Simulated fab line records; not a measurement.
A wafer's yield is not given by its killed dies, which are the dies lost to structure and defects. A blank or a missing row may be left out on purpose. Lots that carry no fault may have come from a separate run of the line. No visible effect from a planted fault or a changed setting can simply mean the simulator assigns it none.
The tool behind it: which one? + flow nand harc + 11 lots, 33 wafers sampled, at 6 steps of a route of 1302

== WHAT EACH GAUGE READ, for each wafer ==
NHARC_P_M2_THK_MEAS_24: measures by xrf.
| lot  | measured     | on            | thk nm (nm)       |
|------|--------------|---------------|-------------------|
| L646 | day 6 16:31  | film metro-01 | 142.3 142.2 142.6 |
| L647 | day 7 19:43  | film metro-01 | 143.2 142.2 144.2 |
| L649 | day 8 07:04  | film metro-02 | 147.0 144.7 143.1 |
| L651 | day 8 21:13  | film metro-02 | 142.5 142.8 144.6 |
| L654 | day 10 04:55 | film metro-01 | 145.6 146.5 143.7 |
| L658 | day 11 22:51 | film metro-01 | 144.7 142.4 146.0 |
| L659 | day 12 13:00 | film metro-01 | 142.7 141.5 143.5 |
| L662 | day 13 16:05 | film metro-02 | 398.9 399.0 398.9 |
| L663 | day 13 22:56 | film metro-02 | 396.9 397.9 398.4 |
| L664 | day 14 10:28 | film metro-02 | 144.6 143.6 145.8 |
| L668 | day 15 22:49 | film metro-01 | 144.8 144.2 146.7 |

NHARC_P_M2_INSPECT_27.
| lot  | measured     | on                | raw defect count |
|------|--------------|-------------------|------------------|
| L646 | day 6 16:41  | defect inspect-02 | 262 400 207      |
| L647 | day 7 19:53  | defect inspect-01 | 630 337 453      |
| L649 | day 8 07:14  | defect inspect-01 | 243 240 258      |
| L651 | day 8 21:24  | defect inspect-02 | 272 322 279      |
| L654 | day 10 05:04 | defect inspect-02 | 263 279 272      |
| L658 | day 11 23:01 | defect inspect-02 | 435 484 594      |
| L659 | day 12 13:09 | defect inspect-02 | 406 235 389      |
| L662 | day 13 16:14 | defect inspect-01 | 175 250 156      |
| L663 | day 13 23:06 | defect inspect-01 | 309 326 488      |
| L664 | day 14 10:37 | defect inspect-02 | 337 217 315      |
| L668 | day 15 22:59 | defect inspect-01 | 542 372 378      |

NHARC_P_BONDPAD_THK_MEAS_33: measures by ellipsometry.
| lot  | measured     | on            | thk nm (nm)       |
|------|--------------|---------------|-------------------|
| L646 | day 6 17:54  | film metro-02 | 199.5 199.8 201.7 |
| L647 | day 7 21:07  | film metro-02 | 201.3 201.9 201.6 |
| L649 | day 8 08:30  | film metro-02 | 199.7 200.4 199.0 |
| L651 | day 8 22:35  | film metro-01 | 204.1 200.6 200.9 |
| L654 | day 10 06:32 | film metro-01 | 199.6 199.4 197.8 |
| L658 | day 12 00:13 | film metro-02 | 201.1 202.6 199.9 |
| L659 | day 12 14:26 | film metro-01 | 201.0 200.2 200.0 |
| L664 | day 14 11:49 | film metro-01 | 200.9 200.2 199.9 |
| L668 | day 16 00:13 | film metro-02 | 200.4 198.9 201.1 |

NHARC_END_SORT_01.
| lot  | measured     | on        | defect limited yield (%) | killed at array | killed at other | killed at periphery | killed dies | killed open | killed short | sort_bin_2_pct (%) | sort_bin_3_pct (%) | sort_bin_4_pct (%) | sort n pass | sort rim yield pct (%) | sort yield pct (%) |
|------|--------------|-----------|--------------------------|-----------------|-----------------|---------------------|-------------|-------------|--------------|--------------------|--------------------|--------------------|-------------|------------------------|--------------------|
| L662 | day 30 10:44 | prober-02 | 0 0 0                    | 54 49 39        | 0 0 0           | 623 628 638         | 677 677 677 | 3 4 3       | 2 1 1        | 94.5 94.4 96.0     | 1.2 0.6 0.1        | 4.3 5.0 3.8        | 0 0 0       | 0 0 0                  | 0 0 0              |
| L663 | day 31 12:51 | prober-02 | 0 0                      | 47 46           | 0 0             | 630 631             | 677 677     | 2 4         | 4 3          | 95.0 94.4          | 0.6 0.7            | 4.4 4.9            | 0 0         | 0 0                    | 0 0                |

== WHAT TOOL EACH LOT RAN ON (gives the tool, then ch and the chambers of the sampled wafers, and finally the start) ==
| lot  | NHARC_P_M2_STRIP_18                | NHARC_P_M2_CMP_23             |
|------|------------------------------------|-------------------------------|
| L646 | rie diel-07 ch 0,1,2, day 6 14:26  | cmp-01 ch 0,1,3, day 6 16:14  |
| L647 | rie diel-07 ch 1,2, day 7 17:40    | cmp-01 ch 0,3, day 7 19:24    |
| L649 | rie diel-02 ch 1,2,3, day 8 05:04  | cmp-01 ch 1,2, day 8 06:45    |
| L651 | rie diel-02 ch 0,1,2, day 8 19:10  | cmp-01 ch 0,1, day 8 20:54    |
| L654 | rie diel-07 ch 0,1, day 10 02:50   | cmp-01 ch 1,2, day 10 04:35   |
| L658 | rie diel-02 ch 0,1,3, day 11 20:52 | cmp-01 ch 0,1, day 11 22:34   |
| L659 | rie diel-02 ch 0,1,2, day 12 11:00 | cmp-01 ch 1,2, day 12 12:43   |
| L662 | rie diel-02 ch 0,2,3, day 13 14:04 | cmp-01 ch 0,1,2, day 13 15:48 |
| L663 | rie diel-05 ch 1,2,3, day 13 20:58 | cmp-01 ch 0,1,3, day 13 22:41 |
| L664 | rie diel-02 ch 2,3, day 14 08:28   | cmp-01 ch 0,3, day 14 10:09   |
| L668 | rie diel-07 ch 0,2,3, day 15 20:51 | cmp-03 ch 0,3, day 15 22:32   |
- NHARC_P_M2_STRIP_18: strips in N2/H2.
- NHARC_P_M2_CMP_23: polishes, t overpolish 20 s, target thk 144.3 nm.

== WHAT THE TOOLS THEMSELVES READ (means of the sampled wafers that have a number; where no wafer has one, the mark that the record gives instead) ==
NHARC_P_M2_STRIP_18.
| lot  | tool        | drypump motor current A (A) | oes product au (a.u.) | rf fwd power W (W) | rf vpp V (V) | showerhead plenum p Torr (Torr) | throttle valve pct (%) |
|------|-------------|-----------------------------|-----------------------|--------------------|--------------|---------------------------------|------------------------|
| L646 | rie diel-07 | 5.5                         | 1.001                 | 997                | 91.5         | 2.08                            | 14.171                 |
| L647 | rie diel-07 | 5.8                         | 1.001                 | 999                | 90.4         | 2.05                            | 14.166                 |
| L649 | rie diel-02 | 6.0                         | 1.006                 | 998                | 90.6         | 2.06                            | 14.165                 |
| L651 | rie diel-02 | 5.9                         | 1.002                 | 997                | 91.2         | 2.07                            | 14.162                 |
| L654 | rie diel-07 | 5.8                         | 0.999                 | 998                | 91.4         | 2.03                            | 14.169                 |
| L658 | rie diel-02 | 5.7                         | 1.000                 | 997                | 90.6         | 2.09                            | 14.163                 |
| L659 | rie diel-02 | 5.9                         | 1.001                 | 996                | 90.7         | 2.06                            | 14.169                 |
| L662 | rie diel-02 | 6.0                         | 1.006                 | 997                | 90.5         | 2.13                            | 14.168                 |
| L663 | rie diel-05 | 5.9                         | 1.001                 | 1000               | 90.8         | 2.02                            | 14.165                 |
| L664 | rie diel-02 | 6.1                         | 0.997                 | 1000               | 91.7         | 2.12                            | 14.169                 |
| L668 | rie diel-07 | 5.5                         | 0.998                 | 995                | 91.3         | 2.14                            | 14.179                 |

NHARC_P_M2_CMP_23.
| lot  | tool   | edge zone pressure frac | motor current A (A) | time to endpoint s (s) |
|------|--------|-------------------------|---------------------|------------------------|
| L646 | cmp-01 | 1.001                   | 13.1                | 30.0                   |
| L647 | cmp-01 | 0.998                   | 12.9                | 26.4                   |
| L649 | cmp-01 | 0.999                   | 12.7                | 29.5                   |
| L651 | cmp-01 | 1.000                   | 13.4                | 25.6                   |
| L654 | cmp-01 | 0.995                   | 13.4                | 31.3                   |
| L658 | cmp-01 | 1.004                   | 13.6                | 29.8                   |
| L659 | cmp-01 | 0.998                   | 12.9                | 27.5                   |
| L662 | cmp-01 | -                       | -                   | -                      |
| L663 | cmp-01 | -                       | -                   | -                      |
| L664 | cmp-01 | 0.999                   | 12.5                | 28.0                   |
| L668 | cmp-03 | 0.993                   | 14.6                | 30.5                   |

== THE ANSWER, worked out from the rows above alone ==
Rule: usual is defined by the lots themselves. Put in order of their means at a reading, lots are off if they are a third of the lots or fewer, leave a main group of 4 or more, and stand apart from it by a gap of 3 or more times the standard deviation of the main group's means; of several such gaps the widest counts. A main group is skipped when, at the precision printed for the reading in the tables above, its means are all equal. A lot without any number at a reading at which 4 lots or more have one is off too. Where the step has rows for the other lots, those lots are counted as sound. Order of review: gauges by route order, followed by the tools' own readings, for which a lot's mean as printed above is used. The first step at which some lot is off is used, and at that step the reading that is off furthest; a lot without a number counts as furthest.
Off at NHARC_P_M2_THK_MEAS_24 (thk nm): L662, L663. The main group has a mean of 144.0 nm with a standard deviation of 1.1.
A tool fits if, at a process step before that reading, it ran every lot that is off, and no sound lot after the first of them. The gauges at NHARC_P_M2_THK_MEAS_24 aren't tried: what is off there is off at NHARC_P_M2_CMP_23 too, on other tools, and a gauge's error can't cause that. None of those tried fits.

== WHAT THE SIMULATOR HAD PUT IN ==
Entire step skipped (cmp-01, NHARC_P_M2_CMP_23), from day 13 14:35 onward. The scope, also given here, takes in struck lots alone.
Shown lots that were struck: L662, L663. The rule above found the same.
